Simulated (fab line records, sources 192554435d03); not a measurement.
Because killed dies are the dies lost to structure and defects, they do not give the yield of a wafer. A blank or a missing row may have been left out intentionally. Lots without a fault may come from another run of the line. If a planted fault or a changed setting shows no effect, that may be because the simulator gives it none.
A single fault, viewed from 2 desks -- flow n5-finfet -- only its own numbers are on each desk; what lay behind them is given at the end

== AT THE METROLOGY DESK ==
What the gauges read for every lot (on any tool): the sampled wafers with a number, averaged. If a lot's mean is further than 4 standard deviations from the usual mean, the lot is out of limits and carries the mark OUT (the distance appears in the brackets). It has 11 readings; the 7 that lie furthest out on some lot are the ones shown.
Columns: A = DIBL_P at N5_BEOL_M4_RC_MEAS_101, usual 35.8 mV/V; B = ION_P at N5_BEOL_M4_RC_MEAS_101, usual 459 uA/um; C = SS_N at N5_BEOL_M4_RC_MEAS_101, usual 71.5 mV/dec; D = SS_P at N5_BEOL_M4_RC_MEAS_101, usual 73.2 mV/dec; E = VT_N at N5_BEOL_M4_RC_MEAS_101, usual 251 mV; F = VT_P at N5_BEOL_M4_RC_MEAS_101, usual -252 mV; G = cd-nm at N5_BEOL_M13_CD_MEAS_28, usual 209.0 nm
lot,first seen here,A,B,C,D,E,F,G
L688,day 9 08:02,36.2,464,72.1,73.7,250,-246,208.9
L693,day 10 22:27,36.0,467,71.4,73.0,252,-247,209.7
L695,day 11 01:23,33.3,459,70.9,72.5,252,-251,210.4
L701,day 11 22:16,38.4,457,71.8,73.5,250,-253,208.6
L699,day 12 11:36,36.8,453,72.2,72.9,254,-253,208.5
L700,day 12 17:02,35.8,455,71.5,73.0,247,-253,208.9
L705,day 13 03:50,33.8,453,71.1,72.6,252,-255,209.8
L709,day 14 03:56,37.4,450,71.6,73.6,251,-252,210.4
L710,day 15 06:46,36.4,467,71.4,74.0,249,-250,208.6
Finding of this desk: none of the 9 lots has anything out of limits.

== AT THE TOOL OWNER'S DESK: rie-diel-03 ==
The tool's own readings at N5_BEOL_M13_ETCH_38 (etches SiCN in CF4/N2, target depth 67.5 nm, time 71.9 s): means of the sampled wafers that have a number, for each lot that ran on this tool. If a lot's mean is further than 4 standard deviations from the usual mean, the lot is out of limits and carries the mark OUT (the distance appears in the brackets). It has 8 readings; the 7 that lie furthest out on some lot are the ones shown.
Columns: A = bias-w at N5_BEOL_M13_ETCH_38, usual 70.00 W; B = cf4-flow-sccm at N5_BEOL_M13_ETCH_38, usual 59.99 sccm; C = chamber-pressure-mTorr at N5_BEOL_M13_ETCH_38, usual 40.00 mTorr; D = drypump-motor-current-A at N5_BEOL_M13_ETCH_38, usual 5.8 A; E = rf-vpp-V at N5_BEOL_M13_ETCH_38, usual 382.2 V; F = showerhead-plenum-p-Torr at N5_BEOL_M13_ETCH_38, usual 2.20 Torr; G = throttle-valve-pct at N5_BEOL_M13_ETCH_38, usual 15.53 %
lot,first seen here,A,B,C,D,E,F,G
L695,day 14 00:57,69.95,59.98,40.01,5.9,380.9,2.15,15.52
L710,day 18 15:48,69.98,59.87,39.99,5.3,382.3,2.24,15.70
Finding of this desk: none of the 2 lots has anything out of limits.

== ALL TOGETHER ==
From the metrology desk's view, nothing was out of limits.
The tool owner's desk saw nothing out of limits.

== WHAT THE SIMULATOR HAD INSERTED ==
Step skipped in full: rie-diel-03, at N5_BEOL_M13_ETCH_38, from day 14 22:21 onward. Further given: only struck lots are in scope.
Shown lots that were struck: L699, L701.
